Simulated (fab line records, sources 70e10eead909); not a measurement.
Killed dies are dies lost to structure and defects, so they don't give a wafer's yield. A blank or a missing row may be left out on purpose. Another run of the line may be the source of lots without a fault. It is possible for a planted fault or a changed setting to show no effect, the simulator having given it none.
fab line records	flow nandHarc	part 1 of 2: steps 1 to 26 of 37
record lots=5	wafers=15	lastDay=33
route steps=1302 shown A_SLIT@946 A_SIN_REMOVE@947 A_WL_FILL@952 A_CONTACT@983
lots that met no fault: taken from a fault-free run of the same line
startH: hours from the record's opening day to when the first of the lot's shown wafers began	waitH: hours from the lot's prior step to this one	" identical to the entry in the row above	L1.1+2: one row covering several wafers at once	- no value, or no start given	* or withheld: withheld	< > ~ a bound
route shown NAME@n: a module of which the file shows steps, and the number in the route of the first	usual: mean and standard deviation over wafers with no fault	same: alike in all rows	chamber/n: place in a boat	sites: the reading at each site	_std_site: standard deviation of those values	_edge_site: inner sites' mean taken away from outer sites' mean	radiusMm: for every site, how far away it sits from the centre of the wafer	mask NAME#n: copy n	behind: the most recent tool/chamber to have shaped the wafer	hold: why the lot went on hold/how many hours it stayed there/how the hold came to an end	device: the transistor (n, p or np) that didn't switch	end of line: the route-end tests of the same wafers	where a step has no rows: the recipe by itself	killed: at the first sort, the dies lost to defects and structure; wafer yield is something else	map: a wafer's dies, marking killed ones x, the rest . and places with no die _
set.NAME: the run value of the setting; set.NAME@STEP: its run value at that earlier step	model.NAME: the simulator's own value behind a step, which no gauge read
lots seen at some steps along the route; tables by step, rows by wafer
services: the hour from which a tool's chamber was out of use, counted from the record's first day as startH (under 0 if before that day), plus the number of hours and why
## steps
# step NHARC_A_SLIT_CD_MEAS_21
# usual cdNm=289.5/0.74
lot.wafer	tool	chamber	startH	waitH	cdNm
L078.1	cdSem-03	-	508.33	-	290.9
L078.3	"	-	"	"	289.7
L078.4	"	-	"	"	290.5
L083.3	cdSem-01	-	551.36	-	289.6
L083.4	"	-	"	"	291.0
L083.5	"	-	"	"	290.0
L092.2	cdSem-01	-	639.40	-	290.8
L092.3	"	-	"	"	290.0
L092.5	"	-	"	"	290.3
L094.3	cdSem-02	-	646.06	-	290.1
L094.4	"	-	"	"	289.7
L094.5	"	-	"	"	290.0
L097.2	cdSem-01	-	679.79	-	289.2
L097.4	"	-	"	"	289.0
L097.5	"	-	"	"	289.6
# step NHARC_A_SIN_REMOVE_WET_00
# recipe tempC=160	timeS=15300	chemistry=H3PO4
lot.wafer	tool	chamber	startH	waitH
L078.1+3+4	wetH3po4-02	0	509.90	1.6
L083.3+4+5	wetH3po4-01	0	553.03	1.7
L092.2+3+5	wetH3po4-01	0	641.07	1.7
L094.3+4+5	wetH3po4-01	0	647.73	1.7
L097.2+4+5	wetH3po4-01	1	681.45	1.7
# step NHARC_A_SIN_REMOVE_PRECLEAN_01
# recipe timeS=*	tempC=50	bathAgeMin=0	chemistry=SC1
lot.wafer	tool	chamber	startH	waitH
L078.4+3+1	wetBench-03	3,6,7	514.69	0.0
L083.5+4+3	wetBench-09	2,4,5	557.82	0.0
L092.2+3+5	wetBench-09	3,6,0	645.81	0.0
L094.5+3+4	wetBench-05	6,7,1	652.52	0.0
L097.4+2+5	wetBench-03	3,6,7	686.20	0.0
# step NHARC_A_SIN_REMOVE_SRD_02
lot.wafer	tool	chamber	startH	waitH
L078.4+3+1	wetBench-03	3,6,7	-	-
L083.5+4+3	wetBench-09	2,4,5	-	-
L092.2+3+5	wetBench-09	3,6,0	-	-
L094.5+3+4	wetBench-05	6,7,1	-	-
L097.4+2+5	wetBench-03	3,6,7	-	-
# step NHARC_A_SIN_REMOVE_INSPECT_04
# usual rawDefectCount=398/87
lot.wafer	tool	chamber	startH	waitH	rawDefectCount
L078.1	defectInspect-02	-	514.87	0.0	583
L078.3	"	-	"	"	506
L078.4	"	-	"	"	515
L083.3	defectInspect-01	-	558.00	0.0	404
L083.4	"	-	"	"	355
L083.5	"	-	"	"	398
L092.2	defectInspect-02	-	646.00	0.0	220
L092.3	"	-	"	"	277
L092.5	"	-	"	"	232
L094.3	defectInspect-02	-	652.70	0.0	442
L094.4	"	-	"	"	517
L094.5	"	-	"	"	466
L097.2	defectInspect-01	-	686.37	0.0	440
L097.4	"	-	"	"	382
L097.5	"	-	"	"	415
# step NHARC_A_WL_FILL_ALD_00
# recipe targetThkA=30	pulseTimeS=3	aldCycles=30	tempC=300	material=Al2O3
# usual heaterPowerOuterW=275/36	heaterPowerW=474/58	precursorPulseHeightRel=1.000/0.02
lot.wafer	tool	chamber	startH	waitH	heaterPowerOuterW	heaterPowerW	precursorPulseHeightRel
L078.4	aldHk-02	2	515.09	0.2	295	492	0.985
L078.3	"	3	"	"	338	544	1.036
L078.1	"	0	"	"	296	508	1.017
L083.3	aldHk-01	1	558.10	0.1	200	340	0.980
L083.4	"	2	"	"	273	495	1.019
L083.5	"	0	"	"	283	468	1.014
L092.2	aldHk-02	3	646.09	0.1	321	541	0.972
L092.3	"	0	"	"	289	477	0.954
L092.5	"	2	"	"	312	510	1.042
L094.3	aldHk-02	0	652.79	0.1	283	496	0.983
L094.4	"	2	"	"	307	518	0.995
L094.5	"	3	"	"	333	538	1.008
L097.2	aldHk-01	1	686.50	0.1	201	346	0.979
L097.4	"	2	"	"	264	482	0.983
L097.5	"	0	"	"	287	499	0.996
# step NHARC_A_WL_FILL_RTA_01
# recipe tempC=1000	timeS=5
# usual lampPowerPct=30.6/2.1	lamp_zone_6_pct=30.5/2.1	wafer_temp_C_max=1002.3/0.56
lot.wafer	tool	chamber	startH	waitH	lampPowerPct	lamp_zone_6_pct	wafer_temp_C_max
L078.1	rtpAnneal-02	0	515.35	-	33.0	32.9	1001.7
L078.3	"	0	"	"	33.0	32.9	1002.6
L078.4	"	0	"	"	33.0	32.9	1002.6
L083.3	rtpAnneal-01	0	558.39	-	28.8	28.7	1001.1
L083.4	"	0	"	"	28.8	28.7	1002.7
L083.5	"	0	"	"	28.8	28.7	1001.6
L092.2	rtpAnneal-01	0	646.35	-	28.8	28.7	1003.1
L092.3	"	0	"	"	28.8	28.7	1001.9
L092.5	"	0	"	"	28.8	28.7	1001.6
L094.3	rtpAnneal-01	0	653.08	-	28.8	28.7	1002.2
L094.4	"	0	"	"	28.8	28.7	1001.9
L094.5	"	0	"	"	28.8	28.7	1001.9
L097.2	rtpAnneal-02	0	686.90	0.3	33.0	33.0	1002.3
L097.4	"	0	"	"	33.1	32.9	1002.1
L097.5	"	0	"	"	33.0	33.0	1002.4
# step NHARC_A_WL_FILL_ALD_02
# recipe targetThkA=20	pulseTimeS=3	aldCycles=100	tempC=450	material=TiN
# usual heaterPowerOuterW=662/87	heaterPowerW=1083/150	precursorPulseHeightRel=1.002/0.021
lot.wafer	tool	chamber	startH	waitH	heaterPowerOuterW	heaterPowerW	precursorPulseHeightRel
L078.1	aldMetal-03	3	515.60	0.2	560	941	1.006
L078.3	"	0	"	"	648	1097	1.030
L078.4	"	1	"	"	669	1153	1.012
L083.3	aldMetal-01	1	558.65	0.2	735	1320	1.010
L083.4	"	3	"	"	759	1210	0.988
L083.5	"	1	"	"	731	1311	0.991
L092.3	aldMetal-01	2	646.57	0.2	786	1234	1.002
L092.2	"	3	"	"	759	1204	1.019
L092.5	"	2	"	"	781	1232	1.002
L094.3	aldMetal-03	3	653.24	0.1	540	876	1.030
L094.4	"	0	"	"	600	932	1.002
L094.5	"	3	"	"	547	867	1.023
L097.4	aldMetal-03	2	687.09	0.1	673	999	0.982
L097.2	"	3	"	"	571	861	0.996
L097.5	"	2	"	"	676	1017	1.001
# step NHARC_A_WL_FILL_CVD_03
# recipe targetThkA=400	tempC=300	pressureTorr=40	wf6FlowSccm=40	h2FlowSccm=1600	arFlowSccm=1560	timeS=279	material=W
# usual heaterPowerOuterW=277/26	heaterPowerW=490/55	throttleValvePct=8.19/0.23
lot.wafer	tool	chamber	startH	waitH	heaterPowerOuterW	heaterPowerW	throttleValvePct
L078.1	cvdW-02	0	516.00	0.1	260	423	8.32
L078.3	"	0	"	"	257	414	8.00
L078.4	"	1	"	"	306	543	8.27
L083.3	cvdW-02	0	559.17	0.2	256	420	8.32
L083.4	"	1	"	"	314	549	8.37
L083.5	"	0	"	"	251	422	8.36
L092.2	cvdW-02	0	646.97	0.1	242	427	8.30
L092.3	"	1	"	"	305	559	8.03
L092.5	"	0	"	"	244	424	8.31
L094.4	cvdW-02	0	653.80	0.2	256	414	8.03
L094.3	"	1	"	"	300	546	8.29
L094.5	"	1	"	"	302	556	8.13
L097.2	cvdW-02	0	687.58	0.1	253	423	8.50
L097.4	"	0	"	"	251	432	8.22
L097.5	"	1	"	"	303	546	8.17
# step NHARC_A_WL_FILL_ETCHBACK_04
# recipe targetDepthA=600	timeS=120	chemistry=NF3
# usual drypumpMotorCurrentA=5.9/0.52	oesProductAu=1.000/0.0068
lot.wafer	tool	chamber	startH	waitH	drypumpMotorCurrentA	oesProductAu	rfHoursCounterH
L078.1	rieMetal-02	1	516.37	0.3	5.5	1.002	0.5
L078.4	"	1	"	"	5.5	1.011	-
L078.3	"	0	"	"	6.6	1.007	-
L083.4	rieMetal-03	1	559.50	0.2	6.0	1.004	-
L083.3	"	0	"	"	5.1	0.997	-
L083.5	"	0	"	"	5.1	1.000	-
L092.2	rieMetal-03	1	647.38	0.4	6.0	1.005	2.4
L092.3	"	1	"	"	6.1	0.995	-
L092.5	"	1	"	"	6.1	0.992	-
L094.4	rieMetal-01	1	654.13	0.3	6.3	0.998	-
L094.3	"	0	"	"	6.1	1.007	-
L094.5	"	1	"	"	6.3	1.008	-
L097.2	rieMetal-02	1	687.93	0.3	5.5	1.004	0.8
L097.4	"	1	"	"	5.6	1.004	-
L097.5	"	0	"	"	6.6	1.005	-
# step NHARC_A_WL_FILL_ETCHBACK_05
# recipe targetDepthA=220	timeS=60	tempC=40	chemistry=Cl2/BCl3
# usual drypumpMotorCurrentA=5.9/0.52	oesProductAu=1.001/0.007
lot.wafer	tool	chamber	startH	waitH	drypumpMotorCurrentA	oesProductAu	rfHoursCounterH
L078.1	rieMetal-02	1	516.61	0.2	5.6	0.996	0.6
L078.4	"	1	"	"	5.6	1.004	-
L078.3	"	0	"	"	6.6	1.001	-
L083.3	rieMetal-03	1	559.70	0.1	6.1	1.004	-
L083.4	"	0	"	"	5.1	0.995	-
L083.5	"	1	"	"	6.1	1.005	-
L092.2	rieMetal-03	1	647.59	0.2	6.1	0.998	2.5
L092.3	"	1	"	"	6.1	1.021	-
L092.5	"	0	"	"	5.1	1.001	-
L094.4	rieMetal-01	0	654.33	0.2	6.1	0.998	-
L094.3	"	1	"	"	6.3	0.999	-
L094.5	"	1	"	"	6.3	0.998	-
L097.2	rieMetal-02	0	688.14	0.2	6.5	1.011	1.0
L097.4	"	1	"	"	5.5	1.021	-
L097.5	"	0	"	"	6.6	1.004	-
# step NHARC_A_WL_FILL_STRIP_27
# recipe powerW=1500	tempC=250	timeS=20	chemistry=N2/H2
# usual drypumpMotorCurrentA=5.9/0.44	heaterPowerW=346/34
lot.wafer	tool	chamber	startH	waitH	drypumpMotorCurrentA	heaterPowerW	rfHoursCounterH
L078.1	plasmaAsher-02	0	516.78	0.2	6.2	388	17
L078.4	"	1	"	"	5.7	358	-
L078.3	"	0	"	"	6.2	382	-
L083.3	plasmaAsher-02	1	559.86	0.1	5.7	349	-
L083.4	"	0	"	"	6.2	385	-
L083.5	"	1	"	"	5.7	354	-
L092.2	plasmaAsher-02	0	647.73	0.1	6.2	361	8
L092.3	"	0	"	"	6.2	358	-
L092.5	"	1	"	"	5.7	349	-
L094.3	plasmaAsher-02	0	654.49	0.1	6.2	365	-
L094.4	"	1	"	"	5.7	350	-
L094.5	"	1	"	"	5.7	357	-
L097.2	plasmaAsher-01	0	688.30	0.2	6.4	284	32
L097.4	"	0	"	"	6.4	284	-
L097.5	"	0	"	"	6.4	279	-
# step NHARC_A_WL_FILL_STRIP_28
# recipe timeS=1200	tempC=72.5	chemistry=postEtchResidueRemover
lot.wafer	tool	chamber	startH	waitH
L078.4+3+1	wetBench-02	6,1,2	516.94	0.1
L083.5+4+3	wetBench-02	2,3,7	559.99	0.1
L092.3+5+2	wetBench-07	3,4,7	647.90	0.1
L094.4+5+3	wetBench-01	6,0,1	654.63	0.1
L097.4+2+5	wetBench-02	2,4,6	688.46	0.1
# step NHARC_A_WL_FILL_PRECLEAN_06
# recipe timeS=300	chemistry=DIW
lot.wafer	tool	chamber	startH	waitH
L078.4+3+1	wetBench-02	6,1,2	-	-
L083.5+4+3	wetBench-02	2,3,7	-	-
L092.3+5+2	wetBench-07	3,4,7	-	-
L094.4+5+3	wetBench-01	6,0,1	-	-
L097.4+2+5	wetBench-02	2,4,6	-	-
# step NHARC_A_WL_FILL_SRD_07
lot.wafer	tool	chamber	startH	waitH
L078.4+3+1	wetBench-02	6,1,2	-	-
L083.5+4+3	wetBench-02	2,3,7	-	-
L092.3+5+2	wetBench-07	3,4,7	-	-
L094.4+5+3	wetBench-01	6,0,1	-	-
L097.4+2+5	wetBench-02	2,4,6	-	-
# step NHARC_A_WL_FILL_ANNEAL_08
# recipe tempC=450	timeS=1800
# usual zonePowerTopPct=12.2/1.3
lot.wafer	tool	chamber	startH	waitH	zonePowerTopPct
L078.1	furnace-04	0	520.00	-	13.7
L078.3	"	0	"	"	13.7
L078.4	"	0	"	"	13.5
L083.3	furnace-07	0	563.71	-	10.8
L083.4	"	0	"	"	11.1
L083.5	"	0	"	"	11.0
L092.2	furnace-07	0	651.61	-	11.0
L092.3	"	0	"	"	10.9
L092.5	"	0	"	"	10.9
L094.3	furnace-04	0	657.91	-	13.7
L094.4	"	0	"	"	13.6
L094.5	"	0	"	"	13.6
L097.2	furnace-03	0	692.06	-	12.9
L097.4	"	0	"	"	13.0
L097.5	"	0	"	"	13.2
# step NHARC_A_WL_FILL_ALD_10
# recipe targetThkA=500	pulseTimeS=10	aldCycles=500	tempC=300	material=SiO2
# usual heaterPowerOuterW=272/32	heaterPowerW=470/56	precursorPulseHeightRel=1.001/0.02
lot.wafer	tool	chamber	startH	waitH	heaterPowerOuterW	heaterPowerW	precursorPulseHeightRel
L078.1	aldHk-01	2	521.50	0.1	273	489	1.008
L078.3	"	3	"	"	283	493	0.998
L078.4	"	1	523.02	1.6	202	336	0.970
L083.3	aldHk-01	0	565.21	0.1	285	487	0.999
L083.4	"	3	566.75	1.6	286	508	0.990
L083.5	"	1	567.78	2.6	200	335	1.022
L092.3	aldHk-02	3	653.11	0.0	322	548	1.007
L092.2	"	2	654.65	1.6	315	497	1.000
L092.5	"	0	655.68	2.6	285	501	0.984
L094.4	aldHk-03	3	659.42	0.0	279	499	1.000
L094.3	"	1	660.45	1.1	259	442	1.008
L094.5	"	0	661.98	2.6	245	445	0.985
L097.4	aldHk-01	1	693.57	0.1	200	334	1.023
L097.2	"	0	696.63	3.1	291	501	0.998
L097.5	"	2	698.67	5.1	263	468	1.010
# step NHARC_A_WL_FILL_ETCHBACK_16
# recipe targetDepthA=1200	timeS=24	c4f8FlowSccm=withheld	o2FlowSccm=8	arFlowSccm=withheld	rfW=600	biasW=800	chemistry=C4F8/O2/Ar
# usual oesProductAu=0.980/0.027	rfVppV=725/3.6
lot.wafer	tool	chamber	startH	waitH	oesProductAu	rfHoursCounterH	rfVppV
L078.1	rieDiel-02	3	-	-	0.976	7.2	728
L078.4	"	1	"	"	0.997	7.4	725
L078.3	"	2	"	"	0.981	7.2	724
L083.4	rieDiel-02	0	-	-	1.003	8.6	722
L083.3	"	3	"	"	1.000	9.3	728
L083.5	"	0	"	"	0.998	-	723
L092.3	rieDiel-10	1	-	-	0.977	2.0	728
L092.2	"	3	"	"	0.962	2.0	724
L092.5	"	2	"	"	0.968	-	727
L094.3	rieDiel-10	3	-	-	1.002	2.1	725
L094.4	"	0	"	"	0.993	2.1	729
L094.5	"	2	"	"	0.986	-	727
L097.4	rieDiel-11	2	-	-	0.957	1.7	732
L097.2	"	3	"	"	0.973	1.8	724
L097.5	"	3	"	"	0.977	-	725
# step NHARC_A_WL_FILL_STRIP_29
# recipe timeS=20	o2FlowSccm=500	arFlowSccm=0	biasW=0	chemistry=O2
# usual drypumpMotorCurrentA=5.8/0.43	oesProductAu=1.000/0.0068	rfVppV=57.9/0.89	showerheadPlenumPTorr=3.58/0.12	throttleValvePct=17.034/0.0084
lot.wafer	tool	chamber	startH	waitH	drypumpMotorCurrentA	oesProductAu	rfHoursCounterH	rfVppV	showerheadPlenumPTorr	throttleValvePct
L078.1	rieDiel-02	1	526.33	0.2	6.0	1.010	7.5	59.3	3.62	17.018
L078.4	"	3	"	"	6.0	1.001	7.4	58.7	3.68	17.037
L078.3	"	0	"	"	6.5	0.999	6.6	57.6	3.48	17.035
L083.3	rieDiel-02	0	569.95	0.1	6.5	1.005	8.6	57.2	3.48	17.035
L083.4	"	3	"	"	6.0	0.997	9.3	58.6	3.68	17.037
L083.5	"	1	"	"	6.1	1.007	-	57.4	3.62	17.044
L092.3	rieDiel-10	2	657.83	0.1	5.0	0.988	2.0	59.2	3.68	17.032
L092.2	"	1	"	"	6.4	1.001	2.0	57.1	3.67	17.040
L092.5	"	2	"	"	5.0	0.990	-	58.0	3.68	17.043
L094.3	rieDiel-10	1	664.14	0.1	6.4	0.999	2.1	57.8	3.67	17.043
L094.4	"	3	"	"	5.8	0.999	2.1	57.4	3.57	17.034
L094.5	"	1	"	"	6.4	0.994	-	58.4	3.67	17.029
L097.2	rieDiel-11	0	701.33	0.1	5.8	1.006	1.7	58.0	3.54	17.042
L097.4	"	1	"	"	6.2	0.991	0.8	55.9	3.30	17.048
L097.5	"	0	"	"	5.8	0.998	-	57.7	3.54	17.042
# step NHARC_A_WL_FILL_ETCHBACK_17
# recipe targetDepthA=40	timeS=26.7	chemistry=Cl2/BCl3
# usual drypumpMotorCurrentA=6.0/0.49	oesProductAu=1.003/0.0074
lot.wafer	tool	chamber	startH	waitH	drypumpMotorCurrentA	oesProductAu	rfHoursCounterH
L078.1	rieMetal-02	1	526.43	-	5.5	1.010	0.9
L078.3	"	0	"	"	6.6	1.006	-
L078.4	"	1	"	"	5.6	0.993	-
L083.3	rieMetal-01	1	570.09	-	6.3	0.997	-
L083.4	"	0	"	"	6.1	1.007	-
L083.5	"	0	"	"	6.1	0.998	-
L092.2	rieMetal-02	0	657.92	-	6.6	0.999	0.7
L092.3	"	1	"	"	5.5	1.002	-
L092.5	"	0	"	"	6.5	1.001	-
L094.4	rieMetal-02	1	664.27	-	5.5	1.010	-
L094.3	"	0	"	"	6.5	1.016	-
L094.5	"	1	"	"	5.5	0.999	-
L097.2	rieMetal-01	0	701.42	-	6.2	1.006	2.3
L097.4	"	0	"	"	6.2	1.006	-
L097.5	"	0	"	"	6.1	1.016	-
# step NHARC_A_WL_FILL_PRECLEAN_18
# recipe timeS=30	chemistry=dHF
lot.wafer	tool	chamber	startH	waitH
L078.4+1+3	wetBench-01	0,1,2	526.60	0.1
L083.5+3+4	wetBench-01	6,7,3	570.26	0.1
L092.5+2+3	wetBench-07	2,4,7	658.11	0.1
L094.4+3+5	wetBench-01	7,0,3	664.42	0.1
L097.5+4+2	wetBench-02	5,6,7	701.62	0.1
# step NHARC_A_WL_FILL_SRD_21
lot.wafer	tool	chamber	startH	waitH
L078.4+1+3	wetBench-01	0,1,2	526.62	0.0
L083.5+3+4	wetBench-01	6,7,3	570.29	0.0
L092.5+2+3	wetBench-07	2,4,7	658.13	0.0
L094.4+3+5	wetBench-01	7,0,3	664.44	0.0
L097.5+4+2	wetBench-02	5,6,7	701.63	0.0
# step NHARC_A_WL_FILL_CVD_23
# recipe targetThkA=400	tempC=620	pressureMtorr=200	timeS=800	material=poly-Si
# usual zonePowerTopPct=21.6/0.76
lot.wafer	tool	chamber	startH	waitH	zonePowerTopPct
L078.1	lpcvdPoly-03	0	528.95	2.3	20.7
L078.3	"	0	"	"	20.6
L078.4	"	0	"	"	20.7
L083.3	lpcvdPoly-03	0	572.63	2.3	20.8
L083.4	"	0	"	"	20.7
L083.5	"	0	"	"	20.9
L092.2	lpcvdPoly-03	0	660.48	2.3	20.8
L092.3	"	0	"	"	20.6
L092.5	"	0	"	"	20.3
L094.3	lpcvdPoly-04	0	666.89	2.4	22.2
L094.4	"	0	"	"	21.8
L094.5	"	0	"	"	21.7
L097.2	lpcvdPoly-02	0	704.06	2.4	22.3
L097.4	"	0	"	"	22.3
L097.5	"	0	"	"	22.5
# step NHARC_A_WL_FILL_ETCHBACK_26
# recipe targetDepthA=520	timeS=13.3	hbrFlowSccm=150	rfW=350	icpW=350	biasW=60	chemistry=HBr
# usual drypumpMotorCurrentA=5.8/0.44	oesProductAu=0.998/0.0071	throttleValvePct=23.266/0.0084
lot.wafer	tool	chamber	startH	waitH	drypumpMotorCurrentA	oesProductAu	rfHoursCounterH	throttleValvePct
L078.1	rieSi-03	0	531.51	0.4	5.8	0.999	0.9	23.268
L078.4	"	1	"	"	5.4	1.007	1.0	23.266
L078.3	"	2	"	"	6.2	1.011	0.9	23.247
L083.4	rieSi-06	0	575.21	0.4	6.6	0.989	1.1	23.272
L083.3	"	1	"	"	6.2	0.996	0.9	23.250
L083.5	"	3	"	"	5.7	0.985	-	23.251
L092.3	rieSi-03	0	663.09	0.4	5.7	0.999	0.4	23.258
L092.2	"	1	"	"	5.4	1.008	0.6	23.266
L092.5	"	0	"	"	5.7	0.991	-	23.271
L094.4	rieSi-02	3	669.46	0.4	6.0	0.987	0.1	23.271
L094.3	"	1	"	"	6.1	1.001	0.2	23.258
L094.5	"	3	"	"	6.0	0.983	-	23.273
L097.4	rieSi-02	2	706.62	0.4	5.6	1.000	0.4	23.276
L097.2	"	0	"	"	5.7	1.003	0.4	23.255
L097.5	"	2	"	"	5.6	1.012	-	23.259
# step NHARC_A_WL_FILL_PRECLEAN_30
# recipe timeS=10	chemistry=dHF
lot.wafer	tool	chamber	startH	waitH
L078.3+1+4	wetBench-07	0,3,5	531.66	0.1
L083.4+3+5	wetBench-01	1,4,5	575.32	0.1
L092.3+2+5	wetBench-07	3,4,5	663.24	0.1
L094.4+5+3	wetBench-02	1,2,6	669.60	0.1
L097.2+4+5	wetBench-01	2,4,5	706.77	0.1
# step NHARC_A_WL_FILL_SRD_14
lot.wafer	tool	chamber	startH	waitH
L078.3+1+4	wetBench-07	0,3,5	531.68	0.0
L083.4+3+5	wetBench-01	1,4,5	575.35	0.0
L092.3+2+5	wetBench-07	3,4,5	663.26	0.0
L094.4+5+3	wetBench-02	1,2,6	669.63	0.0
L097.2+4+5	wetBench-01	2,4,5	706.79	0.0
